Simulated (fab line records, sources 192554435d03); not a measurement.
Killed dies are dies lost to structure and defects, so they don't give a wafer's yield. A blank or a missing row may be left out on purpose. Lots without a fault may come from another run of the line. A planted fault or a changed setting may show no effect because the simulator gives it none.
Chamber matching | flow n5_finfet | N5_MOL_CONTACT_COAG_DESCUM_13 on rie_diel-05: 4 sister chambers
The step chemistry O2, time 7 s. 18 wafers are shown with their chamber, then 9 later ones without.

WAFERS WITH THEIR CHAMBER
wafer  | chamber | throttle_valve_pct (%) | showerhead_plenum_p_Torr (Torr) | oes_product_au (a.u.)
L076.3 | 3       | 20.20                  | 2.05                            | 0.88
L076.4 | 1       | 20.46                  | 2.16                            | 0.75
L076.6 | 3       | 20.19                  | 2.05                            | 0.89
L077.4 | 1       | 20.48                  | 2.16                            | 0.75
L077.5 | 2       | 20.12                  | 2.13                            | 0.90
L077.6 | 0       | 20.07                  | 2.13                            | 0.93
L078.1 | 2       | 20.14                  | 2.13                            | 0.89
L078.3 | 1       | 20.47                  | 2.16                            | 0.74
L078.5 | 2       | 20.14                  | 2.13                            | 0.90
L082.1 | 0       | 20.06                  | 2.12                            | 0.90
L082.3 | 1       | 20.50                  | 2.15                            | 0.74
L082.4 | 3       | 20.21                  | 2.05                            | 0.87
L083.1 | 3       | 20.21                  | 2.05                            | 0.87
L083.4 | 0       | 20.07                  | 2.12                            | 0.89
L083.6 | 1       | 20.50                  | 2.15                            | 0.74
L087.2 | 2       | 20.16                  | 2.12                            | 0.86
L087.4 | 1       | 20.52                  | 2.15                            | 0.74
L087.6 | 1       | 20.52                  | 2.15                            | 0.73

SIGNATURES (means of the wafers above)
reading                  | chamber 0 | chamber 1 | chamber 2 | chamber 3 | scatter within a chamber
throttle_valve_pct       | 20.0667   | 20.4929   | 20.1400   | 20.2025   | 0.0179
showerhead_plenum_p_Torr | 2.1233    | 2.1543    | 2.1275    | 2.0500    | 0.00473
oes_product_au           | 0.9067    | 0.7414    | 0.8875    | 0.8775    | 0.0134
Rule: a wafer's distance from a chamber is the root of the sum, over the readings, of the square of ((its reading less the chamber's mean) divided by the reading's scatter). The wafer belongs to the nearest chamber; if the next one is less than 2 further off, it can't be placed. The scatter: the root of (the sum of the squares of (reading less its chamber's mean) over the shown wafers, divided by (wafers less chambers)).

WAFERS WITHOUT THEIR CHAMBER
wafer  | throttle_valve_pct (%) | showerhead_plenum_p_Torr (Torr) | oes_product_au (a.u.)
L093.1 | 20.55                  | 2.14                            | 0.72
L093.2 | 20.26                  | 2.04                            | 0.83
L093.6 | 20.25                  | 2.04                            | 0.83
L094.2 | 20.55                  | 2.14                            | 0.72
L094.5 | 20.27                  | 2.04                            | 0.83
L094.6 | 20.20                  | 2.11                            | 0.85
L097.1 | 20.55                  | 2.14                            | 0.72
L097.3 | 20.23                  | 2.04                            | 0.83
L097.5 | 20.20                  | 2.11                            | 0.83

WHICH CHAMBER EACH WENT THROUGH
wafer  | from the rows above | in truth
L093.1 | 1                   | 1
L093.2 | 3                   | 3
L093.6 | 3                   | 3
L094.2 | 1                   | 1
L094.5 | 3                   | 3
L094.6 | 2                   | 2
L097.1 | 1                   | 1
L097.3 | 3                   | 3
L097.5 | 2                   | 2
Placed correctly: 9 of 9. Can't be placed from these rows: 0. Placed wrongly: 0.
